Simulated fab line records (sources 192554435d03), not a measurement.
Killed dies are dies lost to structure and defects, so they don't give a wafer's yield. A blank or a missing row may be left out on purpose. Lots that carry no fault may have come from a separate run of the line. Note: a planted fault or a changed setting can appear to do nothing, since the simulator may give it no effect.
Comparing a struck lot with a sound one	flow n5Finfet	19 steps out of a route of 1938
Sound: these wafers, L416.2, L416.3, L416.6. Struck: wafers L428.1, L428.3, L428.6. The cause comes at the end.
At each step with rows: each side's tool, then ch and its chambers, then its first start. Under that, the readings that differ: sound wafers	struck wafers	difference of the means	sigmas: that difference in standard deviations of wafers without a fault.
alike: a reading whose means differ by less than 2 such deviations, as well as words and numbers matching on both sides. not compared: withheld readings; readings where some wafer has no value; bounds like >300 that might hide an equal value; numbers whose values overlap and for which the record gives no deviation.
Wherever a step has rows on one side only, a row that says differs or no value, or a row with sigmas, the two part there. Non-overlapping numbers with no deviation appear without sigmas and do not part them. Lack of a reading on every wafer of one side parts them only where that side has two or more wafers.

N5_BEOL_M12_CMP_49: polishes, stops on SiOC, t overpolish 20.6 s, target thk 320 nm.
  sound on cmp-03 ch 0,1,3, day 11 02:08; struck on cmp-02 ch 2,3, day 15 07:01
reading	sound	struck	difference	sigmas
motorCurrentA (A)	6.2 5.6 6.1	7.3 6.8 7.2	+1.1	+3
  alike: barrierFieldEndpointS, edgeZonePressureFrac, overpolishRunS
N5_BEOL_M12_THK_MEAS_50: measures by xrf.
  sound on filmMetro-01, day 11 02:26; struck on filmMetro-02, day 15 07:19
  alike: M12_THK
then, 1 step without rows for these wafers: N5_BEOL_M12_PRE_CLEAN_52 (time 15 s).
N5_BEOL_M12_DEP_53: deposits SiCN from 3MS/NH3, target thk 30 nm, time 10.5 s.
  sound on pecvd-01 ch 0,1, day 11 02:30; struck on pecvd-01 ch 0,2, day 15 07:23
  alike: showerheadPlenumPTorr, throttleValvePct
N5_BEOL_M12_RS_MEAS_54: measurement is done with a four-point probe.
  sound on filmMetro-02, day 11 02:34; struck on filmMetro-02, day 15 07:26
  alike: M12_RS
N5_BEOL_M12_INSPECT_55: inspects for defects (darkfield).
  sound on defectInspect-01, day 11 02:35; struck on defectInspect-02, day 15 07:28
  alike: rawDefectCount
N5_BEOL_M13_ILD_DEP_00: deposits SiOC from DEMS/O2, target thk 837.92 nm, time 166.4 s.
  sound on pecvd-02 ch 1, day 11 02:38; struck on pecvd-02 ch 0,1,2, day 15 07:30
  alike: heaterPowerW, showerheadPlenumPTorr, throttleValvePct
N5_BEOL_M13_THK_MEAS_01:
  sound on filmMetro-01, day 11 02:50; struck on filmMetro-01, day 15 07:39
  alike: M13_ILD_THK
then, 4 steps without rows for these wafers: N5_BEOL_M13_COAT_58 (time 60 s, resist thk 89 nm); N5_BEOL_M13_COAT_04 (resist thk 400 nm); N5_BEOL_M13_EBR_06; N5_BEOL_M13_SOFTBAKE_05 (time 60 s).
N5_BEOL_M13_EXPOSE_07: exposes mask V12.
  sound on krfScanner-01 ch 0, day 11 02:58; struck on krfScanner-02 ch 0, day 15 07:47
reading	sound	struck	difference	sigmas
model.BEOL_M13.overlayXNm (nm)	1.6 1.6 1.6	29.6 29.6 29.6	+28.0	
  alike: mask
then, 3 steps without rows for these wafers: N5_BEOL_M13_PEB_08 (peb time 90 s); N5_BEOL_M13_DEVELOP_09 (develop time 45 s); N5_BEOL_M13_HARDBAKE_14 (time 120 s).
N5_BEOL_M13_CD_MEAS_10 targets a cd of 190 nm.
  sound on cdSem-03 ch 0, day 11 03:08; struck on cdSem-02 ch 0, day 15 07:58
  alike: cdNm
N5_BEOL_M13_OVL_MEAS_11:
  sound on overlay-02 ch 0, day 11 03:10; struck on overlay-01 ch 0, day 15 07:59
reading	sound	struck	difference	sigmas
V12_OVL (nm)	2 4 7	36 40 36	+33	+7
N5_BEOL_M13_INSPECT_12: inspects for defects (macro).
  sound on defectInspect-02, day 11 03:11; struck on defectInspect-01, day 15 08:01
  alike: rawDefectCount

## WHERE THEY PART
First at N5_BEOL_M12_CMP_49; last, within this record, at N5_BEOL_M13_OVL_MEAS_11. Later steps at which nothing parts them and some readings are alike: N5_BEOL_M13_INSPECT_12.

WHY: what the simulator had put in
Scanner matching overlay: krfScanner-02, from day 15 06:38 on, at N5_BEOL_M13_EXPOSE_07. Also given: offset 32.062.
